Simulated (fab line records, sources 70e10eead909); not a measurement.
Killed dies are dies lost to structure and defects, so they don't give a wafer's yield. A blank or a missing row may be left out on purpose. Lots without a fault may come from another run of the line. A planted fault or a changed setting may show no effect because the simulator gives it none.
Which tool did it? | flow nand_harc | 12 lots, 35 wafers sampled, at 6 steps of a route of 1159

WHAT THE GAUGES READ, wafer by wafer
NHARC_A_ONON_D1_THK_MEAS_05: measures by ellipsometry.
lot  | measured     | on            | thk_nm (nm)
L822 | day 7 20:17  | film_metro-01 | 1002 1000 1000
L825 | day 8 06:58  | film_metro-02 | 996 995 995
L824 | day 8 07:07  | film_metro-02 | 987 985 985
L826 | day 8 18:28  | film_metro-02 | 1013 1010 1011
L829 | day 9 06:34  | film_metro-02 | 1000 999 998
L827 | day 9 12:26  | film_metro-01 | 1004 1003 1004
L831 | day 9 15:52  | film_metro-02 | 1012 1011 1011
L832 | day 9 15:50  | film_metro-01 | 997 996 995
L834 | day 10 14:09 | film_metro-02 | 1013 1009 1011
L839 | day 11 15:58 | film_metro-02 | 1552 1015 1550
L840 | day 12 02:39 | film_metro-02 | 1542 1540
L844 | day 13 03:01 | film_metro-01 | 994 995 995

NHARC_END_SORT_01.
lot  | measured     | on        | killed_at_array | killed_at_other | killed_at_periphery | killed_dies | killed_open | killed_short
L839 | day 23 12:32 | prober-01 | 672 23 669      | 4 6 2           | 1 2 6               | 677 31 677  | 4 2 1       | 0 1 1
L840 | day 24 04:05 | prober-01 | 675 673         | 0 1             | 2 3                 | 677 677     | 1 3         | 0 3

WHICH TOOL RAN EACH LOT (tool, then ch and the chambers of the sampled wafers, then the start)
lot  | NHARC_P_BONDPAD_ETCH_12                       | NHARC_P_BONDPAD_ACTIVATE_29        | NHARC_A_ONON_D1_DEP_03           | NHARC_A_CHANNEL_HOLE_D1_DEP_01
L822 | rie_diel-13 ch 1,2,3, day 6 19:45 or earlier  | rie_diel-09 ch 0,1,2, day 6 19:45  | pecvd_onon-04 ch 0, day 7 19:47  | pecvd-03 ch 0,1,2, day 8 12:28
L825 | rie_diel-13 ch 0,1, day 7 06:16 or earlier    | rie_diel-09 ch 0,2, day 7 06:16    | pecvd_onon-04 ch 0, day 8 06:31  | pecvd-02 ch 1,2, day 9 01:25
L824 | rie_diel-09 ch 1,2, day 7 06:40 or earlier    | rie_diel-09 ch 0,1,2, day 7 06:40  | pecvd_onon-03 ch 0, day 8 06:39  | pecvd-04 ch 0,1,2, day 9 01:12
L826 | rie_diel-13 ch 2,3, day 7 18:02 or earlier    | rie_diel-09 ch 0,2,3, day 7 18:02  | pecvd_onon-04 ch 0, day 8 18:01  | pecvd-02 ch 0,2, day 9 08:56
L829 | rie_diel-09 ch 0,2,3, day 8 05:11 or earlier  | rie_diel-09 ch 1,2,3, day 8 05:11  | pecvd_onon-03 ch 0, day 9 06:04  | pecvd-03 ch 0,1, day 9 22:01
L827 | rie_diel-09 ch 0,1,3, day 8 11:26 or earlier  | rie_diel-09 ch 0,2, day 8 11:26    | pecvd_onon-04 ch 0, day 9 11:56  | pecvd-04 ch 0,2, day 10 04:22
L831 | rie_diel-09 ch 0,1,2, day 8 15:09 or earlier  | rie_diel-09 ch 0,2,3, day 8 15:09  | pecvd_onon-04 ch 0, day 9 15:21  | pecvd-04 ch 0,1,2, day 10 06:18
L832 | rie_diel-13 ch 0,1,3, day 8 16:08 or earlier  | rie_diel-13 ch 0,1,2, day 8 16:08  | pecvd_onon-02 ch 0, day 9 15:19  | pecvd-03 ch 1,2, day 10 03:39
L834 | rie_diel-09 ch 0,1, day 9 15:52 or earlier    | rie_diel-09 ch 0,1, day 9 15:52    | pecvd_onon-04 ch 0, day 10 13:38 | pecvd-02 ch 0,2, day 11 04:02
L839 | rie_diel-09 ch 0,2, day 10 16:45 or earlier   | rie_diel-04 ch 0,1, day 10 16:45   | pecvd_onon-03 ch 0, day 11 15:26 | pecvd-04 ch 2, day 12 07:47
L840 | rie_diel-09 ch 2,3, day 11 01:10 or earlier   | rie_diel-09 ch 0, day 11 01:10     | pecvd_onon-03 ch 0, day 12 02:08 | -
L844 | rie_diel-09 ch 1,2,3, day 12 02:35 or earlier | rie_diel-09 ch 1,2,3, day 12 02:35 | pecvd_onon-02 ch 0, day 13 02:30 | pecvd-02 ch 0,1,2, day 13 21:40
- NHARC_P_BONDPAD_ETCH_12: etches the open film in CHF3/O2, target depth 200 nm, time 100 s.
- NHARC_P_BONDPAD_ACTIVATE_29: chemistry N2, time 60 s.
- NHARC_A_ONON_D1_DEP_03: target thk 1000 nm.
- NHARC_A_CHANNEL_HOLE_D1_DEP_01: deposits SiON, target thk 140 nm.

WHAT THE TOOLS THEMSELVES READ (means of the sampled wafers that have a number; where no wafer has one, the mark that the record gives instead)
NHARC_P_BONDPAD_ETCH_12.
lot  | tool        | drypump_motor_current_A (A) | oes_product_au (a.u.) | rf_fwd_power_W (W) | rf_vpp_V (V) | showerhead_plenum_p_Torr (Torr) | throttle_valve_pct (%)
L822 | rie_diel-13 | 5.5                         | 0.955                 | 494.5              | 370.8        | 2.42                            | 20.566
L825 | rie_diel-13 | 5.3                         | 0.945                 | 496.3              | 369.5        | 2.33                            | 20.562
L824 | rie_diel-09 | 5.2                         | 0.911                 | 496.1              | 369.2        | 2.35                            | 20.572
L826 | rie_diel-13 | 5.6                         | 0.935                 | 494.5              | 371.6        | 2.41                            | 20.575
L829 | rie_diel-09 | 5.9                         | 0.934                 | 497.5              | 368.4        | 2.29                            | 20.567
L827 | rie_diel-09 | 5.8                         | 0.923                 | 496.2              | 370.3        | 2.37                            | 20.570
L831 | rie_diel-09 | 5.6                         | 0.958                 | 496.5              | 369.2        | 2.35                            | 20.568
L832 | rie_diel-13 | 5.4                         | 0.925                 | 496.3              | 370.6        | 2.35                            | 20.569
L834 | rie_diel-09 | 5.9                         | 0.922                 | 497.1              | 369.6        | 2.36                            | 20.578
L839 | rie_diel-09 | 6.1                         | 0.959                 | 496.7              | 367.5        | 2.28                            | 20.572
L840 | rie_diel-09 | 5.7                         | 0.921                 | 497.9              | 367.8        | 2.29                            | 20.576
L844 | rie_diel-09 | 5.4                         | 0.972                 | 496.4              | 369.4        | 2.37                            | 20.570

NHARC_P_BONDPAD_ACTIVATE_29.
lot  | tool        | drypump_motor_current_A (A) | oes_product_au (a.u.) | rf_vpp_V (V) | showerhead_plenum_p_Torr (Torr)
L822 | rie_diel-09 | 5.5                         | 0.989                 | 64.8         | 1.73
L825 | rie_diel-09 | 5.7                         | 0.986                 | 63.4         | 1.67
L824 | rie_diel-09 | 5.6                         | 0.989                 | 63.6         | 1.73
L826 | rie_diel-09 | 5.9                         | 0.988                 | 64.0         | 1.68
L829 | rie_diel-09 | 5.5                         | 0.988                 | 63.9         | 1.74
L827 | rie_diel-09 | 5.8                         | 1.004                 | 62.9         | 1.67
L831 | rie_diel-09 | 5.9                         | 0.987                 | 63.4         | 1.68
L832 | rie_diel-13 | 5.4                         | 0.992                 | 65.0         | 1.76
L834 | rie_diel-09 | 5.8                         | 0.992                 | 64.1         | 1.73
L839 | rie_diel-04 | 5.7                         | 0.995                 | 64.0         | 1.84
L840 | rie_diel-09 | 6.3                         | 1.002                 | 62.3         | 1.67
L844 | rie_diel-09 | 5.4                         | 0.995                 | 64.6         | 1.74

NHARC_A_ONON_D1_DEP_03.
lot  | tool          | susceptor_temp_C (C)
L822 | pecvd_onon-04 | 400.11
L825 | pecvd_onon-04 | 399.96
L824 | pecvd_onon-03 | 399.88
L826 | pecvd_onon-04 | 399.96
L829 | pecvd_onon-03 | 399.99
L827 | pecvd_onon-04 | 399.97
L831 | pecvd_onon-04 | 399.93
L832 | pecvd_onon-02 | 400.07
L834 | pecvd_onon-04 | 399.81
L839 | pecvd_onon-03 | 400.20
L840 | pecvd_onon-03 | 400.10
L844 | pecvd_onon-02 | 399.99

NHARC_A_CHANNEL_HOLE_D1_DEP_01.
lot  | tool     | heater_power_w (W) | rf_fwd_power_W (W) | susceptor_temp_C (C)
L822 | pecvd-03 | 801                | 349.1              | 400.07
L825 | pecvd-02 | 834                | 348.8              | 400.05
L824 | pecvd-04 | 722                | 348.8              | 399.62
L826 | pecvd-02 | 710                | 349.0              | 399.88
L829 | pecvd-03 | 839                | 348.6              | 399.76
L827 | pecvd-04 | 727                | 348.7              | 400.16
L831 | pecvd-04 | 720                | 348.1              | 400.11
L832 | pecvd-03 | 704                | 349.5              | 400.04
L834 | pecvd-02 | 690                | 348.4              | 400.12
L839 | pecvd-04 | 767                | 349.1              | 400.09
L844 | pecvd-02 | 754                | 348.1              | 399.74

THE ANSWER, worked out from the rows above alone
Rule: what is usual is taken from the lots themselves. Put in order of their means at a reading, lots are off if they are a third of the lots or fewer, leave a main group of 4 or more, and stand apart from it by a gap of 3 or more times the standard deviation of the main group's means; of several such gaps the widest counts. A main group whose means are all the same, to the digits that the tables above print for the reading, isn't used. A lot without any number at a reading at which 4 lots or more have one is off too. The other lots that the step has rows for count as sound. The gauges are gone through in route order, then the tools' own readings, and for those a lot's mean is taken as printed above. The first step at which some lot is off is used, and at that step the reading that is off furthest; a lot without a number counts as furthest.
Off: L839, L840, at NHARC_A_ONON_D1_THK_MEAS_05 (thk_nm). The main group: mean 1001 nm, standard deviation 8.1.
A tool fits if, at a process step before that reading, it ran every lot that is off, and no sound lot after the first of them. The gauges at NHARC_A_ONON_D1_THK_MEAS_05 are tried like those tools. NHARC_P_BONDPAD_ETCH_12 gives no start for some lots, so the hours and the order of its lots are those of NHARC_P_BONDPAD_ACTIVATE_29. Can't be told from this: 2 tools fit, pecvd_onon-03 at NHARC_A_ONON_D1_DEP_03, film_metro-02 at NHARC_A_ONON_D1_THK_MEAS_05.

WHAT THE SIMULATOR HAD PUT IN
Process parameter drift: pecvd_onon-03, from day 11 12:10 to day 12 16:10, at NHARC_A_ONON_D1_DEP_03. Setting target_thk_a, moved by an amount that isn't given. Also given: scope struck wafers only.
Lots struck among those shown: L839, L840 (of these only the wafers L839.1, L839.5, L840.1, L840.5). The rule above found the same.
